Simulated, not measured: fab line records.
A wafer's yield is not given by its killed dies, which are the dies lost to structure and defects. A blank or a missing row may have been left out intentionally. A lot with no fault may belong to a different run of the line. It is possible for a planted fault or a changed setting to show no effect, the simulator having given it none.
Chamber matching | flow nandHarc | rieSi-01 running NHARC_A_DECK1_JOINT_ETCHBACK_07: 4 sister chambers
The step etches the open film in HBr, target depth 105 nm, time 26.9 s. 4 wafers are shown with their chamber, then 10 later ones without.

EACH WAFER AND ITS CHAMBER
wafer  | chamber | throttleValvePct (%)
L086.2 | 1       | 23.253
L086.6 | 2       | 23.256
L086.1 | 0       | 23.246
L086.4 | 3       | 23.268

WAFERS WITH NO CHAMBER GIVEN
wafer  | throttleValvePct (%)
L086.5 | 23.264
L089.2 | 23.264
L089.5 | 23.261
L089.6 | 23.263
L090.1 | 23.259
L090.4 | 23.282
L090.5 | 23.270
L092.3 | 23.275
L092.5 | 23.272
L092.6 | 23.268

EACH ONE'S CHAMBER
wafer  | from the rows above               | in truth
L086.5 | can't be placed: 3 or 2 or 1      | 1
L089.2 | can't be placed: 3 or 2 or 1      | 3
L089.5 | can't be placed: 2 or 3 or 1 or 0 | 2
L089.6 | can't be placed: 3 or 2 or 1      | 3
L090.1 | can't be placed: 2 or 1 or 3 or 0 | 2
L090.4 | 3                                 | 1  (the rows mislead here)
L090.5 | 3                                 | 3
L092.3 | 3                                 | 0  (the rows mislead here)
L092.5 | 3                                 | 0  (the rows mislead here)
L092.6 | 3                                 | 3
2 of 10 placed correctly. From these rows, 5 cannot be placed; in 5 the true chamber is one of the candidates. Wrongly placed: 3.
How it was worked out, from the rows above alone: a wafer's distance from a chamber is the root of the sum, over the readings, of the square of ((its reading less the chamber's mean) divided by the reading's scatter). If the next closest chamber is less than 2 further off than the closest, the wafer can't be placed; otherwise it belongs to the closest. Each chamber's mean is taken over the wafers shown for it. The scatter: with one shown wafer a chamber, the root of the mean of the squares of how far each hidden wafer lies from its nearest shown one.
